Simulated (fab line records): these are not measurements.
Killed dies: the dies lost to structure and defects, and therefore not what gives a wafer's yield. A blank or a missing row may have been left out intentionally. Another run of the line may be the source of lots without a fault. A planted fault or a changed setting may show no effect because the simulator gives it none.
A struck lot beside a sound one	flow nand_harc	39 steps out of a route of 1302
Sound: the wafers L553.2, L553.4, L553.6. Wafers L562.2, L562.4, L562.5 were the ones struck. Last of all comes the cause.
Each step with rows lists, per side, the tool, then ch with its chambers, then its first start. Under that, the readings that differ: sound wafers	struck wafers	difference of the means	sigmas: that difference in standard deviations of wafers without a fault.
alike: same words and numbers on both sides, and readings whose means sit less than 2 such deviations apart. not compared: any withheld reading, any reading some wafer has no value for, any bound like >300 that may hide the same value, and any number with overlapping values for which the record gives no deviation.
Wherever a step has rows on one side only, a row that says differs or no value, or a row with sigmas, the two part there. When numbers do not overlap yet have no deviation, they are printed without sigmas and do not part them. Lack of a reading on every wafer of one side parts them only where that side has two or more wafers.

first, 3 steps without rows for these wafers: NHARC_A_CHANNEL_HOLE_D2_STRIP_42 (strips in CF4/CHF3); NHARC_A_CHANNEL_HOLE_D2_STRIP_43 (strips in O2/COS); NHARC_A_CHANNEL_HOLE_D2_ETCH_44 (etches the open film in CF4/O2, target depth 140 nm, overetch 14 nm, time 77 s).
NHARC_A_CHANNEL_HOLE_D2_STRIP_28: strips in O2.
  sound: rie_diel-02 ch 2,3; struck: rie_diel-02 ch 1,2
  alike: drypump_motor_current_A, mfc_ar_sccm, oes_product_au, rf_vpp_V, showerhead_plenum_p_Torr, throttle_valve_pct
  not compared: rf_hours_counter_h
then, 2 steps without rows for these wafers: NHARC_A_CHANNEL_HOLE_D2_PRECLEAN_29 (cleans in SC1); NHARC_A_CHANNEL_HOLE_D2_SRD_30.
NHARC_A_CHANNEL_HOLE_D2_CD_MEAS_31:
  struck on cd_sem-03, day 20 17:17; sound on cd_sem-03, day 16 10:19
  alike: cd_nm
after that, 1 step had no rows for these wafers: NHARC_A_CHANNEL_HOLE_D2_XSEM_32.
NHARC_A_CHANNEL_HOLE_D2_INSPECT_40:
  struck on defect_inspect-02, day 20 17:28; sound on defect_inspect-01, day 16 10:29
reading	sound	struck	difference	sigmas
raw_defect_count	421 573 656	222 257 354	-272	-3
then, 3 steps without rows for these wafers: NHARC_A_CHANNEL_FILL_D2_PRECLEAN_00 (cleans in SC1); NHARC_A_CHANNEL_FILL_D2_SRD_01; NHARC_A_CHANNEL_FILL_D2_ALD_02 (deposits SiO2, target thk 6 nm, pulse time 10 s, ald cycles 60).
NHARC_A_CHANNEL_FILL_D2_ALD_03: deposits SiNx, target thk 6 nm, pulse time 60 s, ald cycles 58.
  sound on ald_sin_batch-03 ch 0, day 16 14:10; struck on ald_sin_batch-02 ch 0, day 20 20:56
reading	sound	struck	difference	sigmas
susceptor_temp_C (C)	- - -	629.75 630.23 630.24	no value on the sound wafers	
  alike: precursor_pulse_height_rel
NHARC_A_CHANNEL_FILL_D2_ALD_14: deposits SiO2, target thk 2.5 nm, pulse time 10 s, ald cycles 25.
  sound on ald_hk-02 ch 0,2,3, day 16 17:44; struck on ald_hk-02 ch 0,1,2, day 21 00:29
reading	sound	struck	difference	sigmas
susceptor_temp_C (C)	299.75 300.02 300.08	- - -	no value on the struck wafers	
  alike: heater_power_w, precursor_pulse_height_rel
then, 5 steps without rows for these wafers: NHARC_A_CHANNEL_FILL_D2_ALD_15 (deposits SiNx, target thk 2 nm, pulse time 60 s, ald cycles 19); NHARC_A_CHANNEL_FILL_D2_ALD_16 (deposits SiO2, target thk 1.5 nm, pulse time 10 s, ald cycles 15); NHARC_A_CHANNEL_FILL_D2_ANNEAL_17 (time 1800 s); NHARC_A_CHANNEL_FILL_D2_CVD_18 (deposits poly-Si, target thk 3 nm); NHARC_A_CHANNEL_FILL_D2_ETCHBACK_19 (etches the open film in HBr/Cl2, target depth 5 nm, time 1.7 s).
NHARC_A_CHANNEL_FILL_D2_ETCHBACK_20: etches the open film in C4F8/O2/Ar, target depth 27 nm, time 13.5 s.
  sound on rie_diel-08 ch 1,2, day 17 10:26; struck on rie_diel-11 ch 0,1,3, day 21 18:29
  alike: oes_product_au, rf_vpp_V
  not compared: rf_hours_counter_h
then, 5 steps without rows for these wafers: NHARC_A_CHANNEL_FILL_D2_STRIP_28 (strips in O2, time 20 s); NHARC_A_CHANNEL_FILL_D2_PRECLEAN_21 (cleans in dHF, time 30 s); NHARC_A_CHANNEL_FILL_D2_SRD_23; NHARC_A_CHANNEL_FILL_D2_CVD_05 (deposits poly-Si, target thk 5 nm); NHARC_A_CHANNEL_FILL_D2_ANNEAL_22 (time 7200 s).
NHARC_A_CHANNEL_FILL_D2_ALD_25: deposits SiOx, target thk 60 nm, pulse time 10 s, ald cycles 600.
  sound on ald_hk-03 ch 0,1, day 17 23:04; struck on ald_hk-03 ch 2,3, day 22 07:02
  alike: heater_power_w, precursor_pulse_height_rel, susceptor_temp_C
then, 7 steps without rows for these wafers: NHARC_A_CHANNEL_FILL_D2_ETCHBACK_08 (etches the open film in C4F8, target depth 220 nm, time 110 s); NHARC_A_CHANNEL_FILL_D2_STRIP_29 (strips in O2, time 20 s); NHARC_A_CHANNEL_FILL_D2_PRECLEAN_30 (cleans in dHF, time 30 s); NHARC_A_CHANNEL_FILL_D2_SRD_31; NHARC_A_CHANNEL_FILL_D2_CVD_09 (deposits poly-Si, target thk 150 nm, time 3000 s); NHARC_A_CHANNEL_FILL_D2_CMP_10 (polishes, target thk 150 nm); NHARC_A_CHANNEL_FILL_D2_SRD_12.
NHARC_A_CHANNEL_FILL_D2_RTA_24: time 5 s.
  sound on rtp_anneal-01 ch 0, day 18 10:07; struck on rtp_anneal-02 ch 0, day 22 18:07
reading	sound	struck	difference	sigmas
lamp_power_pct (%)	29.2 29.2 29.2	32.5 32.4 32.5	+3.3	+2
  alike: wafer_temp_C_max
then, 4 steps without rows for these wafers: NHARC_A_STAIRCASE_DEP_156 (deposits SiNx, target thk 50 nm); NHARC_A_STAIRCASE_DEHYDRATE_158 (time 120 s); NHARC_A_STAIRCASE_HMDS_159 (time 30 s); NHARC_A_STAIRCASE_COAT_160.
-- jump in the record: it breaks off in module A_STAIRCASE and resumes in module END (first step shown: number 1302 of the route), and 9 days separate the struck wafers' starts before and after --
NHARC_END_SORT_01:
  here the record holds rows for the struck wafers (prober-01 ch 0, day 31 13:31) but none for the sound ones

== WHERE THEY PART ==
First at NHARC_A_CHANNEL_HOLE_D2_INSPECT_40; last, within this record, at NHARC_END_SORT_01.

WHY: what had been put in by the simulator
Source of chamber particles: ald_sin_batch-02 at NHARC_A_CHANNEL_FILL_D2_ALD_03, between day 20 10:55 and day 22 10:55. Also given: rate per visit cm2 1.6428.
